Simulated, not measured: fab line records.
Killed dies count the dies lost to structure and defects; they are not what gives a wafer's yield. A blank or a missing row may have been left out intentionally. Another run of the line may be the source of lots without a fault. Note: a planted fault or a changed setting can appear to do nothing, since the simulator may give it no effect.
Which tool was responsible? | flow n5-finfet | Sampling: 10 lots, 29 wafers, 6 of 1938 route steps

WHAT EACH GAUGE READ, for each wafer
N5_BEOL_M3_CD_MEAS_11: the cd target is 17.05 nm.
lot  | measured     | on        | cd-nm (nm)
L860 | day 7 00:52  | cd-sem-01 | 16.77 17.07
L861 | day 7 12:13  | cd-sem-02 | 17.07 16.92 17.45
L862 | day 7 12:31  | cd-sem-03 | 16.89 17.38 17.04
L863 | day 7 13:40  | cd-sem-02 | 17.41 16.74 16.39
L865 | day 8 05:17  | cd-sem-01 | 16.94 17.33 17.09
L870 | day 9 08:41  | cd-sem-02 | 17.17 17.06 16.87
L871 | day 9 10:05  | cd-sem-03 | 16.62 17.35 17.14
L872 | day 10 10:33 | cd-sem-03 | 16.84 17.19 16.98
L879 | day 12 01:31 | cd-sem-01 | 16.75 17.28 17.44
L883 | day 13 15:23 | cd-sem-03 | 17.41 17.30 17.32

N5_BEOL_M3_CD_MEAS_28: target cd 25.7 nm, target cd y 23.3 nm.
lot  | measured     | on        | cd-nm (nm)
L860 | day 7 02:04  | cd-sem-02 | 25.77 25.81
L861 | day 7 13:15  | cd-sem-02 | 25.37 25.38 26.08
L862 | day 7 13:33  | cd-sem-02 | 25.54 25.37 25.43
L863 | day 7 14:46  | cd-sem-02 | 25.32 25.41 25.76
L865 | day 8 06:28  | cd-sem-03 | 25.67 25.65 25.62
L870 | day 9 09:53  | cd-sem-03 | 26.75 26.81 26.90
L871 | day 9 10:57  | cd-sem-01 | 26.71 26.49 26.62
L872 | day 10 11:33 | cd-sem-02 | 25.84 25.92 25.76
L879 | day 12 02:31 | cd-sem-03 | 25.76 25.90 25.33
L883 | day 13 16:15 | cd-sem-01 | 25.64 25.70 25.38

N5_BEOL_M4_RC_MEAS_101.
lot  | measured     | on        | DIBL_N (mV/V)  | DIBL_P (mV/V)  | IOFF_N (nA/um) | IOFF_P (nA/um) | ION_N (uA/um) | ION_P (uA/um) | SS_N (mV/dec)  | SS_P (mV/dec)  | VT_N (mV)   | VT_P (mV)
L860 | day 7 23:23  | prober-02 | 37.2 36.3      | 38.0 36.5      | 0.19 0.16      | 0.24 0.21      | 680 661       | 463 459       | 72.1 71.8      | 74.9 73.9      | 245 253     | -252 -251
L861 | day 8 07:45  | prober-02 | 37.1 35.7 38.0 | 36.6 36.3 37.9 | 0.18 0.15 0.20 | 0.24 0.24 0.27 | 673 667 679   | 467 466 463   | 71.0 71.5 72.0 | 73.4 73.0 73.9 | 251 252 244 | -249 -246 -244
L862 | day 8 11:30  | prober-02 | 34.8 38.0 36.3 | 35.2 37.8 36.1 | 0.15 0.21 0.17 | 0.20 0.26 0.22 | 679 687 689   | 465 464 465   | 70.7 72.2 71.3 | 72.5 74.1 73.2 | 251 248 249 | -251 -249 -251
L863 | day 8 12:30  | prober-01 | 34.9 34.7 34.9 | 34.5 34.2 34.7 | 0.14 0.14 0.15 | 0.20 0.20 0.20 | 668 670 678   | 463 463 467   | 72.2 71.0 71.4 | 73.3 73.2 73.4 | 249 249 247 | -248 -250 -246
L865 | day 9 02:52  | prober-02 | 40.6 41.0 41.2 | 39.6 40.1 40.5 | 0.24 0.25 0.27 | 0.30 0.30 0.32 | 690 691 704   | 475 469 477   | 71.8 72.7 72.2 | 74.6 74.5 74.6 | 244 241 241 | -245 -244 -246
L870 | day 10 06:27 | prober-02 | 37.8 39.1 39.7 | 35.5 38.1 37.4 | 0.18 0.20 0.20 | 0.22 0.26 0.23 | 675 678 680   | 464 465 461   | 72.2 72.0 72.5 | 73.7 73.9 73.3 | 250 246 249 | -248 -249 -248
L871 | day 10 04:07 | prober-01 | 38.3 35.6 37.6 | 37.9 33.7 35.8 | 0.18 0.14 0.15 | 0.26 0.19 0.23 | 672 668 663   | 471 458 464   | 72.0 71.0 72.1 | 73.9 72.3 73.1 | 250 254 253 | -249 -252 -248
L872 | day 11 03:26 | prober-02 | 40.4 36.1 36.4 | 38.4 35.9 36.5 | 0.35 0.17 0.17 | 0.28 0.22 0.23 | 682 662 650   | 459 457 448   | 75.0 71.7 72.5 | 73.8 73.2 73.4 | 244 249 250 | -248 -250 -252
L879 | day 14 01:11 | prober-01 | 37.3 38.0 33.8 | 39.3 39.8 34.4 | 0.20 0.21 0.12 | 0.30 0.31 0.19 | 689 692 661   | 482 476 460   | 70.9 72.5 70.5 | 74.7 74.0 72.2 | 244 245 252 | -241 -244 -249
L883 | day 14 21:55 | prober-02 | 36.6 34.5 33.8 | 36.4 35.3 34.7 | 0.15 0.13 0.11 | 0.18 0.18 0.16 | 655 664 657   | 445 459 453   | 72.2 70.8 70.8 | 73.0 72.3 72.7 | 253 251 255 | -253 -255 -252

TOOL THAT RAN EACH LOT (tool first, then ch and the chambers of the sampled wafers, then the start)
lot  | N5_BEOL_M2_DEP_57               | N5_BEOL_M3_ILD_DEP_00           | N5_BEOL_M3_EXPOSE_25
L860 | pecvd-03 ch 0,1, day 6 23:22    | pecvd-02 ch 1,2, day 6 23:29    | euv-scanner-02 ch 0, day 7 01:55
L861 | pecvd-04 ch 0,2, day 7 10:55    | pecvd-04 ch 0,1,2, day 7 11:02  | euv-scanner-02 ch 0, day 7 13:06
L862 | pecvd-04 ch 0,2, day 7 11:09    | pecvd-03 ch 1,2, day 7 11:17    | euv-scanner-01 ch 0, day 7 13:25
L863 | pecvd-04 ch 0,1, day 7 12:59    | pecvd-02 ch 0,2, day 7 13:07    | euv-scanner-01 ch 0, day 7 14:37
L865 | pecvd-01 ch 0,2, day 8 04:28    | pecvd-03 ch 0,1,2, day 8 04:35  | euv-scanner-01 ch 0, day 8 06:19
L870 | pecvd-03 ch 0,1,2, day 9 06:09  | pecvd-02 ch 0,1,2, day 9 06:17  | euv-scanner-01 ch 0, day 9 09:46
L871 | pecvd-04 ch 0,1, day 9 09:02    | pecvd-03 ch 1,2, day 9 09:10    | euv-scanner-01 ch 0, day 9 10:49
L872 | pecvd-04 ch 0,2, day 10 09:04   | pecvd-02 ch 0,1, day 10 09:12   | euv-scanner-02 ch 0, day 10 11:24
L879 | pecvd-01 ch 0,2, day 11 23:56   | pecvd-03 ch 0,1,2, day 12 00:04 | euv-scanner-02 ch 0, day 12 02:23
L883 | pecvd-04 ch 0,1,2, day 13 14:41 | pecvd-02 ch 0,1, day 13 14:49   | euv-scanner-02 ch 0, day 13 16:07
- N5_BEOL_M2_DEP_57: deposits SiCN from 3MS/NH3, target thk 8 nm, time 14 s.
- N5_BEOL_M3_ILD_DEP_00: deposits SiOC from DEMS/O2, target thk 79 nm, time 15.3 s.
- N5_BEOL_M3_EXPOSE_25: exposes mask V2, defocus 5 nm.

AS READ BY THE TOOLS THEMSELVES (means over the sampled wafers that have a number; for cases with no such wafer, the mark the record gives instead)
N5_BEOL_M2_DEP_57.
lot  | tool     | showerhead-plenum-p-Torr (Torr) | throttle-valve-pct (%)
L860 | pecvd-03 | 3.693                           | 9.8
L861 | pecvd-04 | 3.660                           | 9.8
L862 | pecvd-04 | 3.654                           | 9.9
L863 | pecvd-04 | 3.656                           | 9.9
L865 | pecvd-01 | 3.662                           | 8.6
L870 | pecvd-03 | 3.683                           | 9.1
L871 | pecvd-04 | 3.657                           | 10.0
L872 | pecvd-04 | 3.669                           | 9.4
L879 | pecvd-01 | 3.664                           | 9.2
L883 | pecvd-04 | 3.661                           | 9.6

N5_BEOL_M3_ILD_DEP_00.
lot  | tool     | heater-power-w (W) | showerhead-plenum-p-Torr (Torr) | throttle-valve-pct (%)
L860 | pecvd-02 | 491                | 5.691                           | 12.1
L861 | pecvd-04 | 500                | 5.695                           | 12.7
L862 | pecvd-03 | 386                | 5.707                           | 11.2
L863 | pecvd-02 | 501                | 5.689                           | 11.4
L865 | pecvd-03 | 453                | 5.713                           | 12.1
L870 | pecvd-02 | 526                | 5.694                           | 11.8
L871 | pecvd-03 | 391                | 5.697                           | 11.2
L872 | pecvd-02 | 539                | 5.685                           | 11.8
L879 | pecvd-03 | 459                | 5.717                           | 12.2
L883 | pecvd-02 | 504                | 5.686                           | 12.2

N5_BEOL_M3_EXPOSE_25.
lot  | tool           | exposure-dose-mJ-cm2
L860 | euv-scanner-02 | 63.05
L861 | euv-scanner-02 | 63.06
L862 | euv-scanner-01 | 63.02
L863 | euv-scanner-01 | 62.95
L865 | euv-scanner-01 | 62.90
L870 | euv-scanner-01 | 67.03
L871 | euv-scanner-01 | 66.16
L872 | euv-scanner-02 | 62.95
L879 | euv-scanner-02 | 62.93
L883 | euv-scanner-02 | 63.02

THE ANSWER, worked out from the rows above alone
Rule: the usual values come from the lots themselves. The widest of any qualifying gaps counts: lots, ordered by their means at a reading, are off when they make up no more than a third of the lots, leave a main group of 4 or more, and stand apart from it by 3 or more times the standard deviation of that group's means. The tables above print the reading to a certain number of digits; a main group whose means all agree to those digits is not used. Also off: a lot with no number at a reading for which 4 or more lots have one. All remaining lots with rows at the step are treated as sound. The gauges are gone through in route order, then the tools' own readings, and for those a lot's mean is taken as printed above. At the first step where some lot is off, the reading lying furthest off is the one used; lots without a number count as furthest.
Off: L870, L871, at N5_BEOL_M3_CD_MEAS_28 (cd-nm). Mean 25.63 nm and standard deviation 0.13 in the main group.
If a tool, at a process step before that reading, ran all the lots that are off and no sound lot after the first of them, it fits. Not tried: the gauges at N5_BEOL_M3_CD_MEAS_28; whatever is off there is also off at N5_BEOL_M3_EXPOSE_25, on other tools, and gauge error can't account for it. One fits: N5_BEOL_M3_EXPOSE_25 on euv-scanner-01. Its last sound lot is L865 (day 8 06:19), its first lot that is off L870 (day 9 09:46): a fault that began between those two fits.
The tool's own readings at N5_BEOL_M3_EXPOSE_25 bear it out: on the lots that are off they differ by more than 5 times the standard deviation of the sound lots' means. exposure-dose-mJ-cm2 reads 66.59 there against 62.98 on the sound lots.

WHAT THE SIMULATOR PUT IN
Process parameters drifting: euv-scanner-01 at N5_BEOL_M3_EXPOSE_25, beginning at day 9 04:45. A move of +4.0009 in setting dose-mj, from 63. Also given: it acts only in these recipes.
Struck lots among those shown: L870, L871. The rule given above showed the same thing.
